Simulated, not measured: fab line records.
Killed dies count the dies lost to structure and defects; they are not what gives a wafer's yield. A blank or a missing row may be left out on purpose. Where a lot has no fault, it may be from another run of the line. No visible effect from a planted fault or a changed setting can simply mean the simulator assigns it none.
Chamber matching + flow nand harc + 3 sister chambers for NHARC_P_M1_PRE_CLEAN_32 on pecvd-02
The step time 12 s. 6 wafers are shown with their chamber, then 9 later ones without.

WAFERS, EACH WITH ITS CHAMBER
| wafer  | chamber | heater power w (W) |
|--------|---------|--------------------|
| L077.1 | 0       | 573                |
| L087.6 | 2       | 584                |
| L089.1 | 2       | 564                |
| L091.2 | 1       | 570                |
| L091.4 | 1       | 575                |
| L091.5 | 0       | 571                |

WAFERS MISSING THEIR CHAMBER
| wafer  | heater power w (W) |
|--------|--------------------|
| L092.4 | 493                |
| L092.5 | 636                |
| L092.6 | 615                |
| L093.1 | 594                |
| L093.2 | 676                |
| L093.3 | 638                |
| L094.1 | 584                |
| L094.2 | 667                |
| L094.3 | 577                |

WHICH CHAMBER EACH WENT THROUGH
| wafer  | from the rows above          | in truth |
|--------|------------------------------|----------|
| L092.4 | can't be placed: 0 or 1 or 2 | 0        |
| L092.5 | can't be placed: 2 or 1 or 0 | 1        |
| L092.6 | can't be placed: 2 or 1 or 0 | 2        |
| L093.1 | can't be placed: 2 or 1 or 0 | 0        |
| L093.2 | can't be placed: 2 or 1 or 0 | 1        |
| L093.3 | can't be placed: 2 or 1 or 0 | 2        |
| L094.1 | can't be placed: 2 or 1 or 0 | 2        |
| L094.2 | can't be placed: 2 or 1 or 0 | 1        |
| L094.3 | can't be placed: 2 or 1 or 0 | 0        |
Correctly placed: 0 of 9. From these rows, 9 cannot be placed; in 9 the true chamber is one of the candidates. Number placed wrongly: 0.
How it was worked out, from the rows above alone: a wafer's distance from a chamber is the root of the sum, over the readings, of the square of ((its reading less the chamber's mean) divided by the reading's scatter). The wafer belongs to the nearest chamber; if the next one is less than 2 further off, it can't be placed. For every chamber, the mean is computed from those of its wafers that are shown. The scatter: the root of (the sum of the squares of (reading less its chamber's mean) over the shown wafers, divided by (wafers less chambers)).
